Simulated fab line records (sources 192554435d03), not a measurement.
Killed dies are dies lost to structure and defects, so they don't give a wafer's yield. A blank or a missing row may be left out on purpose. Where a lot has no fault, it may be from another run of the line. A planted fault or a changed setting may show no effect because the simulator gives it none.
Chamber matching | flow n5-finfet | N5_GATE_CUT_CMP_02 on cmp-04: 4 sister chambers
The step polishes, stops on SiO2, t overpolish 12.7 s, target thk 0 nm. 8 wafers are shown with their chamber, then 9 later ones without.

== WAFERS, EACH WITH ITS CHAMBER ==
wafer  | chamber | motor-current-A (A) | time-to-endpoint-s (s)
L085.6 | 2       | 9.8                 | 33.2
L086.6 | 3       | 11.3                | 27.4
L087.1 | 2       | 9.4                 | 29.0
L087.3 | 1       | 9.1                 | 27.6
L087.6 | 0       | 10.9                | 30.8
L088.1 | 1       | 9.4                 | 29.1
L088.5 | 3       | 11.5                | 28.1
L088.6 | 0       | 11.0                | 31.3

== WAFERS WITH NO CHAMBER GIVEN ==
wafer  | motor-current-A (A) | time-to-endpoint-s (s)
L090.2 | 9.6                 | 30.2
L090.5 | 9.0                 | 29.7
L090.6 | 10.7                | 31.3
L093.3 | 10.3                | 26.6
L093.4 | 9.2                 | 26.0
L093.5 | 8.9                 | 29.4
L094.2 | 9.2                 | 28.8
L094.3 | 10.7                | 29.2
L094.5 | 9.4                 | 29.5

== WHICH CHAMBER EACH ONE RAN IN ==
wafer  | from the rows above               | in truth
L090.2 | can't be placed: 2 or 1           | 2
L090.5 | can't be placed: 1 or 2           | 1
L090.6 | 0                                 | 0
L093.3 | can't be placed: 0 or 2 or 1 or 3 | 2
L093.4 | 1                                 | 1
L093.5 | can't be placed: 1 or 2           | 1
L094.2 | 1                                 | 1
L094.3 | can't be placed: 0 or 3           | 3
L094.5 | can't be placed: 1 or 2           | 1
Correct placement for 3 of the 9. From these rows, 6 cannot be placed; in 6 the true chamber is one of the candidates. Wrongly placed: 0.
How it was worked out, from the rows above alone: a wafer's distance from a chamber is the root of the sum, over the readings, of the square of ((its reading less the chamber's mean) divided by the reading's scatter). The wafer belongs to the nearest chamber; if the next one is less than 2 further off, it can't be placed. A chamber's mean is the mean of its shown wafers. The scatter is the square root of a quotient: the sum, over the shown wafers, of each reading's squared deviation from its chamber's mean, divided by wafers minus chambers.
